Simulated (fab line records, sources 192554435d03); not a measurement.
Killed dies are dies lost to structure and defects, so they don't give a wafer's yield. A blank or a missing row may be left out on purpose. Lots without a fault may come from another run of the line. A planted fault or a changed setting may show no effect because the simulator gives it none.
Chamber matching | flow n5_finfet | N5_DUMMY_GATE_ETCH_31 on rie_diel-05: 4 sister chambers
The step etches SiO2 in C4F6/O2, target depth 82.5 nm, time 27.5 s. 8 wafers are shown with their chamber, then 8 later ones without.

WAFERS WITH THEIR CHAMBER
wafer  | chamber | rf_vpp_V (V) | showerhead_plenum_p_Torr (Torr)
L074.6 | 3       | 669          | 2.78
L078.2 | 1       | 672          | 2.88
L085.4 | 0       | 683          | 2.94
L085.6 | 2       | 637          | 2.71
L088.1 | 0       | 680          | 2.94
L088.4 | 1       | 671          | 2.87
L088.5 | 3       | 668          | 2.76
L095.1 | 2       | 635          | 2.71

WAFERS WITHOUT THEIR CHAMBER
wafer  | rf_vpp_V (V) | showerhead_plenum_p_Torr (Torr)
L095.3 | 670          | 2.76
L095.6 | 682          | 2.93
L097.1 | 671          | 2.87
L097.3 | 633          | 2.71
L097.6 | 672          | 2.87
L096.1 | 670          | 2.76
L096.3 | 671          | 2.87
L096.4 | 670          | 2.76

WHICH CHAMBER EACH WENT THROUGH
wafer  | from the rows above | in truth
L095.3 | 3                   | 3
L095.6 | 0                   | 0
L097.1 | 1                   | 1
L097.3 | 2                   | 2
L097.6 | 1                   | 1
L096.1 | 3                   | 3
L096.3 | 1                   | 1
L096.4 | 3                   | 3
Placed correctly: 8 of 8. Can't be placed from these rows: 0. Placed wrongly: 0.
How it was worked out, from the rows above alone: a wafer's distance from a chamber is the root of the sum, over the readings, of the square of ((its reading less the chamber's mean) divided by the reading's scatter). The wafer belongs to the nearest chamber; if the next one is less than 2 further off, it can't be placed. A chamber's mean is the mean of its shown wafers. The scatter: the root of (the sum of the squares of (reading less its chamber's mean) over the shown wafers, divided by (wafers less chambers)).
